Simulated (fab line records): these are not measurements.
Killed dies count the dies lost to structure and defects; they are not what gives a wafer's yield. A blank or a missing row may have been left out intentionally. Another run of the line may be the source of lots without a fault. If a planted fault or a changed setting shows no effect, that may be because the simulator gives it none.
fab line records + flow n5_finfet
[record]
- lots = 5
- wafers = 15
- last_day = 16
route steps=1938 shown BEOL_M3@961 BEOL_M4@1111 PASSIVATION@1936
lots with no fault: from the same line, run without faults
start_h: the number of hours between the record's first day and the start of the first shown wafer of the lot + wait_h: how many hours have passed since the lot's step before this one + " identical to the entry in the row above + L1.1+2: a row that stands for several wafers + - value missing, or start not given + * or withheld: withheld + < > ~ a bound
route shown NAME@n: NAME is a module with steps in the file, n the number in the route of the first one + usual: the fault-free wafers' mean and standard deviation + same: alike in all rows + chamber/n: place in a boat + sites: each site's reading + _std_site: the values' standard deviation + _edge_site: the outer-site mean with the inner-site mean subtracted + radius_mm: how far each site lies from the wafer's centre + mask NAME#n: copy n + behind: tool/chamber where the wafer was last shaped + hold: why the lot was held/for how many hours/how that ended + device: which transistor (n, p or np) failed to switch + end of line: the route-end tests of the same wafers + step lacking rows: just its recipe + killed: dies that structure and defects cost at the first sort, which is not the same as the wafer's yield + map: shows each die of a wafer: x if killed, . if not, _ if none is there
set.NAME: setting as actually run; set.NAME@STEP: the setting as run at that earlier step + model.NAME: the simulator's own value behind a step, which no gauge read
lots at some steps of the route; a table a step, a row a wafer
services: a tool's chamber out of use, with start hour (start_h, from the record's first day; less than 0 if before it), hours out, and reason
[[steps]]
[step N5_BEOL_M3_EBR_24]
[recipe]
- solvent = PGMEA
- ebr_width_mm = 1.5
[step N5_BEOL_M3_SOFTBAKE_23]
[recipe]
- temp_c = 110
- time_s = 60
- resist = CAR-EUV
[step N5_BEOL_M3_EXPOSE_25]
[recipe]
- mask_id = V2
- na = 0.33
- source_shape = quasar
- sigma_inner = 0.2
- sigma_outer = 0.8
- polarization = unpolarized
- defocus_nm = 5
- dose_mj = 63
[step N5_BEOL_M3_PEB_26]
[recipe]
- peb_temp_c = 100
- peb_time_s = 60
- resist = CAR-EUV
[step N5_BEOL_M3_DEVELOP_27]
[recipe]
- develop_time_s = 30
- developer = TMAH
- resist = CAR-EUV
- rinse_liquid = surfactant_rinse
- dry = air_spin
- dev_temp_c = 23
[step N5_BEOL_M3_DESCUM_33]
[recipe]
- chemistry = O2
- time_s = 7
- source_power_w = 50
- bias_power_w = 20
- pressure_mtorr = 20
- rf_frequency_hz = 2.712e+07
- temp_c = 40
- resist = CAR-EUV
- o2_flow_sccm = 225
[step N5_BEOL_M3_ETCH_77]
[recipe]
- chemistry = N2/H2
- target = underlayer
- target_depth_a = 65
- mask_material = CAR-EUV
- time_s = 5.2
- ion_energy_ev = 200
- pressure_mtorr = 30
- source_w = 840
- bias_w = 150
- n2_flow_sccm = 200
- h2_flow_sccm = 200
- ends = cleared
[step N5_BEOL_M3_ETCH_69]
[recipe]
- chemistry = CF4
- target = SiARC
- target_depth_a = 156
- mask_material = CAR-EUV
- time_s = 26
- ion_energy_ev = 80
- pressure_mtorr = 40
- source_w = 545
- bias_w = 36
- Ar_flow_sccm = 100
- cf4_flow_sccm = 100
- ends = cleared
[step N5_BEOL_M3_ALD_98]
[recipe]
- material = SiO2
- target_thk_a = 25
- temp_c = 100
- ald_precursor_family = BDEAS
- ald_co_reactant = O2-plasma
- pulse_time_s = 1
- co_reactant_pulse_time_s = 1
- purge_time_s = 2
- co_reactant_purge_time_s = 2
- ald_cycles = 17
- pressure_torr = 2
[step N5_BEOL_M3_ETCHBACK_99]
[recipe]
- chemistry = CHF3
- target = SiO2
- target_depth_a = 50
- time_s = 10.4
- source_w = 215
- bias_w = 47
- Ar_flow_sccm = 200
- CHF3_flow_sccm = 12
- ion_energy_ev = 100
- pressure_mtorr = 30
[usual]
- CHF3_flow_sccm = 12.00/0.036
- bias_w = 46.97/0.14
- drypump_motor_current_A = 5.7/0.48
- oes_ar_750_au = 0.77/0.079
- oes_product_au = 0.77/0.081
- rf_vpp_V = 241/7.4
- showerhead_plenum_p_Torr = 2.13/0.057
- throttle_valve_pct = 17.2/0.35
| lot.wafer | tool        | chamber | start_h | wait_h | CHF3_flow_sccm | bias_w | drypump_motor_current_A | oes_ar_750_au | oes_product_au | rf_hours_counter_h | rf_vpp_V | showerhead_plenum_p_Torr | throttle_valve_pct |
|-----------|-------------|---------|---------|--------|----------------|--------|-------------------------|---------------|----------------|--------------------|----------|--------------------------|--------------------|
| L113.2    | rie_diel-04 | 0       | 171.87  | 1.7    | 11.96          | 47.09  | 5.6                     | 0.71          | 0.69           | 246                | 235      | 2.11                     | 17.5               |
| L113.4    | "           | 1       | "       | "      | 11.95          | 46.95  | 6.5                     | 0.78          | 0.79           | 106                | 255      | 2.14                     | 16.6               |
| L113.6    | "           | 2       | "       | "      | 12.05          | 47.05  | 6.1                     | 0.69          | 0.69           | -                  | 240      | 2.23                     | 17.5               |
| L120.2    | rie_diel-02 | 1       | 217.43  | 6.4    | -              | -      | -                       | -             | -              | -                  | -        | -                        | -                  |
| L120.5    | "           | 2       | "       | "      | -              | -      | -                       | -             | -              | -                  | -        | -                        | -                  |
| L120.6    | "           | 1       | "       | "      | -              | -      | -                       | -             | -              | -                  | -        | -                        | -                  |
| L119.1    | rie_diel-04 | 1       | 217.57  | 6.4    | -              | -      | -                       | -             | -              | -                  | -        | -                        | -                  |
| L119.3    | "           | 0       | "       | "      | -              | -      | -                       | -             | -              | -                  | -        | -                        | -                  |
| L119.6    | "           | 0       | "       | "      | -              | -      | -                       | -             | -              | -                  | -        | -                        | -                  |
| L121.1    | rie_diel-06 | 3       | 229.39  | 1.9    | -              | -      | -                       | -             | -              | -                  | -        | -                        | -                  |
| L121.2    | "           | 0       | "       | "      | -              | -      | -                       | -             | -              | -                  | -        | -                        | -                  |
| L121.4    | "           | 0       | "       | "      | -              | -      | -                       | -             | -              | -                  | -        | -                        | -                  |
| L128.1    | rie_diel-02 | 3       | 265.52  | 9.3    | 12.00          | 47.15  | 5.0                     | 0.75          | 0.77           | 153                | 247      | 2.09                     | 17.7               |
| L128.3    | "           | 1       | "       | "      | 11.99          | 46.88  | 5.9                     | 0.82          | 0.80           | 93                 | 230      | 2.08                     | 16.8               |
| L128.4    | "           | 2       | "       | "      | 11.99          | 47.03  | 5.8                     | 0.65          | 0.65           | 250                | 245      | 2.11                     | 16.9               |
[step N5_BEOL_M3_ETCH_70]
[recipe]
- chemistry = N2/H2
- target = SOC
- target_depth_a = 800
- overetch_a = 160
- mask_material = SiARC
- temp_c = 40
- time_s = 120
- ion_energy_ev = 200
- pressure_mtorr = 30
- source_w = 840
- bias_w = 150
- n2_flow_sccm = 200
- h2_flow_sccm = 200
[step N5_BEOL_M4_RC_MEAS_101]
[usual]
- DIBL_N = 35.4/2.1
- DIBL_P = 34.8/2.6
- IOFF_N = 0.15/0.037
- IOFF_P = 0.19/0.037
- ION_N = 677/16
- ION_P = 462/9.3
- SS_N = 71.4/0.75
- SS_P = 72.9/0.77
- VT_N = 250/3.7
- VT_P = -251/3.5
| lot.wafer | tool      | chamber | start_h | wait_h | DIBL_N[mV/V] | DIBL_P[mV/V] | IOFF_N[nA/um] | IOFF_P[nA/um] | ION_N[uA/um] | ION_P[uA/um] | SS_N[mV/dec] | SS_P[mV/dec] | VT_N[mV] | VT_P[mV] |
|-----------|-----------|---------|---------|--------|--------------|--------------|---------------|---------------|--------------|--------------|--------------|--------------|----------|----------|
| L113.2    | prober-02 | 0       | 198.60  | 0.3    | 38.4         | 39.8         | 0.20          | 0.25          | 699          | 473          | 72.0         | 73.6         | 247      | -249     |
| L113.4    | "         | 0       | "       | "      | 33.5         | 34.8         | 0.13          | 0.17          | 679          | 465          | 70.9         | 72.8         | 254      | -252     |
| L113.6    | "         | 0       | "       | "      | 31.5         | 30.8         | 0.09          | 0.12          | 658          | 453          | 69.6         | 71.7         | 254      | -258     |
| L128.1    | prober-01 | 0       | 283.59  | 0.0    | 34.0         | 34.2         | 0.12          | 0.17          | 682          | 463          | 71.2         | 73.4         | 255      | -253     |
| L128.3    | "         | 0       | "       | "      | 36.5         | 36.7         | 0.16          | 0.20          | 683          | 460          | 70.8         | 73.9         | 249      | -251     |
| L128.4    | "         | 0       | "       | "      | 32.3         | 32.6         | 0.11          | 0.16          | 661          | 461          | 70.5         | 72.2         | 256      | -252     |
[step N5_PASSIVATION_PROBE_49]
[usual]
- defect_limited_yield = 90.5/1.7
- killed_at_M0_to_M3 = 37/12
- killed_at_M4_up = 14/5.2
- killed_at_contacts = 12/5.9
- killed_at_front_end = 45/14
- killed_at_other = 3.5/2.8
- killed_dies = 112/21
- killed_on_rim = 15/4.5
- killed_open = 73/15
- killed_short = 36/8.9
- sort_bin_5_function = 5.6/1.2
- sort_bin_6_memory = 3.5/0.68
- sort_n_pass = 1068/21
- sort_yield_pct = 90.5/1.8
[same]
- gross_dies = 1180
- killed_at_back_side = 0
- sort_bin_4_leakage[%] = 0
- sort_bin_8_speed[%] = 0
| lot.wafer | tool      | chamber | start_h | wait_h | defect_limited_yield[%] | killed_at_M0_to_M3 | killed_at_M4_up | killed_at_contacts | killed_at_front_end | killed_at_other | killed_dies | killed_on_rim | killed_open | killed_short | sort_bin_5_function[%] | sort_bin_6_memory[%] | sort_n_pass | sort_yield_pct[%] |
|-----------|-----------|---------|---------|--------|-------------------------|--------------------|-----------------|--------------------|---------------------|-----------------|-------------|---------------|-------------|--------------|------------------------|----------------------|-------------|-------------------|
| L119.1    | prober-01 | -       | 342.61  | 0.0    | 0                       | 1101               | 15              | 9                  | 53                  | 2               | 1180        | 152           | 63          | 42           | 95.7                   | 3.6                  | 0           | 0                 |
| L119.3    | prober-01 | -       | 342.71  | 0.1    | 0                       | 1113               | 8               | 17                 | 42                  | 0               | 1180        | 152           | 59          | 34           | 96.5                   | 2.9                  | 0           | 0                 |
| L119.6    | prober-01 | -       | 342.86  | 0.3    | 0                       | 1120               | 13              | 11                 | 32                  | 4               | 1180        | 152           | 68          | 26           | 97.1                   | 2.8                  | 0           | 0                 |
| L120.2    | prober-01 | -       | 343.05  | 0.1    | 0                       | 1094               | 3               | 17                 | 58                  | 8               | 1180        | 152           | 91          | 48           | 95.8                   | 3.7                  | 0           | 0                 |
| L120.5    | prober-01 | -       | 343.20  | 0.2    | 0                       | 1080               | 14              | 24                 | 61                  | 1               | 1180        | 152           | 97          | 35           | 96.4                   | 3.3                  | 0           | 0                 |
| L120.6    | prober-01 | -       | 343.25  | 0.3    | 0                       | 1097               | 11              | 13                 | 58                  | 1               | 1180        | 152           | 84          | 43           | 95.5                   | 4.0                  | 0           | 0                 |
| L121.1    | prober-02 | -       | 361.08  | 0.0    | 0                       | 1090               | 24              | 9                  | 55                  | 2               | 1180        | 152           | 69          | 45           | 95.8                   | 4.0                  | 0           | 0                 |
| L121.2    | prober-02 | -       | 361.13  | 0.1    | 0                       | 1095               | 18              | 11                 | 54                  | 2               | 1180        | 152           | 76          | 36           | 96.9                   | 3.0                  | 0           | 0                 |
| L121.4    | prober-02 | -       | 361.23  | 0.2    | 0                       | 1079               | 29              | 15                 | 54                  | 3               | 1180        | 152           | 96          | 43           | 95.0                   | 4.5                  | 0           | 0                 |
// killed by level:class
L119.1 BEOL_M3:area_etchback=1075 FIN_SAQP:geometric_particle:open=19 FIN_SAQP:geometric_particle:short=14 MOL_CONTACT_COAG:geometric_particle:open=6 BEOL_M1:geometric_particle:open=5 SPACER0:geometric_particle:short=4 BEOL_M0_SAQP:geometric_particle:short=4 BEOL_M7:geometric_particle:open=4
L119.3 BEOL_M3:area_etchback=1087 MOL_CONTACT_COAG:geometric_particle:open=12 FIN_SAQP:geometric_particle:short=9 STI_FIN_REVEAL:geometric_particle:open=8 BEOL_M0_SAQP:geometric_particle:short=7 FIN_SAQP:geometric_particle:open=6 BEOL_M3:geometric_particle:open=6 BEOL_M0_SAQP:geometric_particle:open=5
L119.6 BEOL_M3:area_etchback=1085 STI_FIN_REVEAL:geometric_particle:open=10 MOL_CONTACT_COAG:geometric_particle:open=8 BEOL_M0_SAQP:geometric_particle:short=8 BEOL_M2:geometric_particle:open=7 BEOL_M3:geometric_particle:open=7 BEOL_M4:geometric_particle:open=7 BEOL_M0_SAQP:geometric_particle:open=6
L120.2 BEOL_M3:area_etchback=1041 BEOL_M0_SAQP:geometric_particle:short=17 DUMMY_GATE:geometric_particle:open=14 MOL_CONTACT_COAG:geometric_particle:open=13 BEOL_M0_SAQP:geometric_particle:open=10 BEOL_M1:geometric_particle:open=9 STI_FIN_REVEAL:geometric_particle:open=8 GATE_CUT:geometric_particle:open=8
L120.5 BEOL_M3:area_etchback=1045 MOL_CONTACT_COAG:geometric_particle:open=21 STI_FIN_REVEAL:geometric_particle:open=20 BEOL_M2:geometric_particle:open=13 BEOL_M3:geometric_particle:open=8 FIN_SAQP:geometric_particle:open=7 BEOL_M0_SAQP:geometric_particle:open=7 STI_FIN_REVEAL:geometric_particle:short=6
L120.6 BEOL_M3:area_etchback=1053 FIN_SAQP:geometric_particle:open=15 STI_FIN_REVEAL:geometric_particle:open=14 BEOL_M0_SAQP:geometric_particle:short=12 MOL_CONTACT_COAG:geometric_particle:open=10 BEOL_M0_SAQP:geometric_particle:open=10 FIN_SAQP:geometric_particle:short=7 BEOL_M1:geometric_particle:open=7
L121.1 BEOL_M3:area_etchback=1066 FIN_SAQP:geometric_particle:open=11 GATE_CUT:geometric_particle:open=10 BEOL_M0_SAQP:geometric_particle:open=10 FIN_SAQP:geometric_particle:short=9 BEOL_M4:geometric_particle:open=9 BEOL_M0_SAQP:geometric_particle:short=7 GATE_CUT:geometric_particle:short=6
L121.2 BEOL_M3:area_etchback=1067 FIN_SAQP:geometric_particle:open=14 MOL_CONTACT_COAG:geometric_particle:open=10 BEOL_M4:geometric_particle:open=10 GATE_CUT:geometric_particle:short=7 BEOL_M1:geometric_particle:open=6 BEOL_M2:geometric_particle:open=6 FIN_SAQP:geometric_particle:short=4
L121.4 BEOL_M3:area_etchback=1041 BEOL_M4:geometric_particle:open=19 MOL_CONTACT_COAG:geometric_particle:open=13 FIN_SAQP:geometric_particle:open=10 STI_FIN_REVEAL:geometric_particle:open=10 GATE_CUT:geometric_particle:short=10 BEOL_M2:geometric_particle:open=9 BEOL_M0_SAQP:geometric_particle:short=8
// map L119.1 (x killed, . not)
_________________xxxxxxxxxxxx________________
______________xxxxxxxxxxxxxxxxxx_____________
___________xxxxxxxxxxxxxxxxxxxxxxxx__________
__________xxxxxxxxxxxxxxxxxxxxxxxxxx_________
________xxxxxxxxxxxxxxxxxxxxxxxxxxxxxx_______
_______xxxxxxxxxxxxxxxxxxxxxxxxxxxxxxxx______
______xxxxxxxxxxxxxxxxxxxxxxxxxxxxxxxxxx_____
_____xxxxxxxxxxxxxxxxxxxxxxxxxxxxxxxxxxxx____
____xxxxxxxxxxxxxxxxxxxxxxxxxxxxxxxxxxxxxx___
___xxxxxxxxxxxxxxxxxxxxxxxxxxxxxxxxxxxxxxxx__
___xxxxxxxxxxxxxxxxxxxxxxxxxxxxxxxxxxxxxxxx__
__xxxxxxxxxxxxxxxxxxxxxxxxxxxxxxxxxxxxxxxxxx_
__xxxxxxxxxxxxxxxxxxxxxxxxxxxxxxxxxxxxxxxxxx_
_xxxxxxxxxxxxxxxxxxxxxxxxxxxxxxxxxxxxxxxxxxxx
_xxxxxxxxxxxxxxxxxxxxxxxxxxxxxxxxxxxxxxxxxxxx
_xxxxxxxxxxxxxxxxxxxxxxxxxxxxxxxxxxxxxxxxxxxx
_xxxxxxxxxxxxxxxxxxxxxxxxxxxxxxxxxxxxxxxxxxxx
_xxxxxxxxxxxxxxxxxxxxxxxxxxxxxxxxxxxxxxxxxxxx
_xxxxxxxxxxxxxxxxxxxxxxxxxxxxxxxxxxxxxxxxxxxx
_xxxxxxxxxxxxxxxxxxxxxxxxxxxxxxxxxxxxxxxxxxxx
_xxxxxxxxxxxxxxxxxxxxxxxxxxxxxxxxxxxxxxxxxxxx
__xxxxxxxxxxxxxxxxxxxxxxxxxxxxxxxxxxxxxxxxxx_
__xxxxxxxxxxxxxxxxxxxxxxxxxxxxxxxxxxxxxxxxxx_
___xxxxxxxxxxxxxxxxxxxxxxxxxxxxxxxxxxxxxxxx__
___xxxxxxxxxxxxxxxxxxxxxxxxxxxxxxxxxxxxxxxx__
____xxxxxxxxxxxxxxxxxxxxxxxxxxxxxxxxxxxxxx___
_____xxxxxxxxxxxxxxxxxxxxxxxxxxxxxxxxxxxx____
______xxxxxxxxxxxxxxxxxxxxxxxxxxxxxxxxxx_____
_______xxxxxxxxxxxxxxxxxxxxxxxxxxxxxxxx______
________xxxxxxxxxxxxxxxxxxxxxxxxxxxxxx_______
__________xxxxxxxxxxxxxxxxxxxxxxxxxx_________
___________xxxxxxxxxxxxxxxxxxxxxxxx__________
______________xxxxxxxxxxxxxxxxxx_____________
_________________xxxxxxxxxxxx________________
// map L120.2 (x killed, . not)
_________________xxxxxxxxxxxx________________
______________xxxxxxxxxxxxxxxxxx_____________
___________xxxxxxxxxxxxxxxxxxxxxxxx__________
__________xxxxxxxxxxxxxxxxxxxxxxxxxx_________
________xxxxxxxxxxxxxxxxxxxxxxxxxxxxxx_______
_______xxxxxxxxxxxxxxxxxxxxxxxxxxxxxxxx______
______xxxxxxxxxxxxxxxxxxxxxxxxxxxxxxxxxx_____
_____xxxxxxxxxxxxxxxxxxxxxxxxxxxxxxxxxxxx____
____xxxxxxxxxxxxxxxxxxxxxxxxxxxxxxxxxxxxxx___
___xxxxxxxxxxxxxxxxxxxxxxxxxxxxxxxxxxxxxxxx__
___xxxxxxxxxxxxxxxxxxxxxxxxxxxxxxxxxxxxxxxx__
__xxxxxxxxxxxxxxxxxxxxxxxxxxxxxxxxxxxxxxxxxx_
__xxxxxxxxxxxxxxxxxxxxxxxxxxxxxxxxxxxxxxxxxx_
_xxxxxxxxxxxxxxxxxxxxxxxxxxxxxxxxxxxxxxxxxxxx
_xxxxxxxxxxxxxxxxxxxxxxxxxxxxxxxxxxxxxxxxxxxx
_xxxxxxxxxxxxxxxxxxxxxxxxxxxxxxxxxxxxxxxxxxxx
_xxxxxxxxxxxxxxxxxxxxxxxxxxxxxxxxxxxxxxxxxxxx
_xxxxxxxxxxxxxxxxxxxxxxxxxxxxxxxxxxxxxxxxxxxx
_xxxxxxxxxxxxxxxxxxxxxxxxxxxxxxxxxxxxxxxxxxxx
_xxxxxxxxxxxxxxxxxxxxxxxxxxxxxxxxxxxxxxxxxxxx
_xxxxxxxxxxxxxxxxxxxxxxxxxxxxxxxxxxxxxxxxxxxx
__xxxxxxxxxxxxxxxxxxxxxxxxxxxxxxxxxxxxxxxxxx_
__xxxxxxxxxxxxxxxxxxxxxxxxxxxxxxxxxxxxxxxxxx_
___xxxxxxxxxxxxxxxxxxxxxxxxxxxxxxxxxxxxxxxx__
___xxxxxxxxxxxxxxxxxxxxxxxxxxxxxxxxxxxxxxxx__
____xxxxxxxxxxxxxxxxxxxxxxxxxxxxxxxxxxxxxx___
_____xxxxxxxxxxxxxxxxxxxxxxxxxxxxxxxxxxxx____
______xxxxxxxxxxxxxxxxxxxxxxxxxxxxxxxxxx_____
_______xxxxxxxxxxxxxxxxxxxxxxxxxxxxxxxx______
________xxxxxxxxxxxxxxxxxxxxxxxxxxxxxx_______
__________xxxxxxxxxxxxxxxxxxxxxxxxxx_________
___________xxxxxxxxxxxxxxxxxxxxxxxx__________
______________xxxxxxxxxxxxxxxxxx_____________
_________________xxxxxxxxxxxx________________
[[services]]
| tool        | chamber | start_h | hours | kind                          |
|-------------|---------|---------|-------|-------------------------------|
| rie_diel-06 | 2       | 165.75  | -     | clean                         |
| rie_diel-06 | 2       | 165.75  | -     | consumable_replace:focus_ring |
| rie_diel-06 | 2       | 165.75  | 18.1  | scheduled_down                |
| rie_diel-06 | 2       | 165.75  | 18.1  | vent_cycle                    |
| rie_diel-02 | 1       | 177.11  | 5.9   | repair                        |
| rie_diel-06 | 1       | 184.00  | 81.3  | repair                        |
| rie_diel-04 | 0       | 186.86  | -     | clean                         |
| rie_diel-04 | 0       | 186.86  | -     | consumable_replace:focus_ring |
| rie_diel-04 | 0       | 186.86  | 14.6  | scheduled_down                |
| rie_diel-04 | 0       | 186.86  | 14.6  | vent_cycle                    |
| rie_diel-02 | 3       | 191.84  | 6.5   | repair                        |
| rie_diel-04 | 2       | 198.53  | 2.8   | repair                        |
| rie_diel-06 | 2       | 218.19  | 13.6  | repair                        |
| rie_diel-06 | 0       | 220.16  | 6.2   | repair                        |
| rie_diel-02 | 3       | 243.66  | 9.1   | repair                        |
| rie_diel-02 | 2       | 249.10  | 3.6   | repair                        |
[[key]]
[first_sign]
- step = N5_BEOL_M3_ETCHBACK_99
- reading = tool_record
- direction = missing
[effect]
- step = N5_PASSIVATION_PROBE_49
- reading = killed_at_M0_to_M3
- direction = up
- sigmas = 87
- usual = 37
- struck = 1097
[more_kills_born_at]
- N5_BEOL_M3_ETCHBACK_99@rie_diel-04 = 3247
- N5_BEOL_M3_ETCHBACK_99@rie_diel-06 = 3174
- N5_BEOL_M3_ETCHBACK_99@rie_diel-02 = 3139
met_at N5_BEOL_M3_ETCHBACK_99
struck_wafers L119.1,L119.3,L119.6,L120.2,L120.5,L120.6,L121.1,L121.2,L121.4
later_rows_left_out L119.1,L119.3,L119.6,L120.2,L120.5,L120.6,L121.1,L121.2,L121.4
onset_between 171.87 217.43
[fault]
- kind = skipped_step_whole
- tool = rie_diel-02,rie_diel-04,rie_diel-06
- chamber = -
- onset_h = 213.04
- steps = N5_BEOL_M3_ETCHBACK_99
- scope = struck_lots_only
// later_rows_left_out: the simulator's readings of these wafers behind a module that went badly wrong aren't trusted and aren't shown, but for the sort
